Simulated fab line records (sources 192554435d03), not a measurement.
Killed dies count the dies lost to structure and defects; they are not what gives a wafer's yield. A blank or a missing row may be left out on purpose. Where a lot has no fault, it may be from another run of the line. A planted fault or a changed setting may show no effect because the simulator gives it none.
Chamber matching	flow n5_finfet	N5_BEOL_M2_VIA_ETCH_34 on rie_diel-06: 4 sister chambers
The step etches the open film in C4F6/O2, target depth 69.4 nm, time 65.9 s. 4 wafers are shown with their chamber, then 9 later ones without.

== WAFERS WITH THEIR CHAMBER ==
wafer	chamber	showerhead_plenum_p_Torr (Torr)
L085.3	3	2.68
L090.2	2	2.72
L090.3	1	2.99
L090.6	0	2.83

== WAFERS WHOSE CHAMBER IS MISSING ==
wafer	showerhead_plenum_p_Torr (Torr)
L092.2	2.72
L092.4	2.72
L092.5	2.98
L095.2	2.82
L095.4	2.71
L095.5	3.01
L096.1	3.01
L096.3	2.71
L096.6	3.01

== WHICH CHAMBER EACH ONE RAN IN ==
wafer	from the rows above	in truth
L092.2	2	2
L092.4	2	2
L092.5	1	1
L095.2	0	0
L095.4	can't be placed: 2 or 3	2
L095.5	1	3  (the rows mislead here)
L096.1	1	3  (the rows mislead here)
L096.3	can't be placed: 2 or 3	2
L096.6	1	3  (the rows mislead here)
Correct placement for 4 of the 9. From these rows, 2 cannot be placed; in 2 the true chamber is one of the candidates. Number placed wrongly: 3.
How it was worked out, from the rows above alone: a wafer's distance from a chamber is the root of the sum, over the readings, of the square of ((its reading less the chamber's mean) divided by the reading's scatter). The wafer belongs to the nearest chamber; if the next one is less than 2 further off, it can't be placed. The mean given for a chamber averages the wafers shown for that chamber. The scatter: root of mean squared gap, hidden wafer to nearest shown wafer, with one shown wafer a chamber.
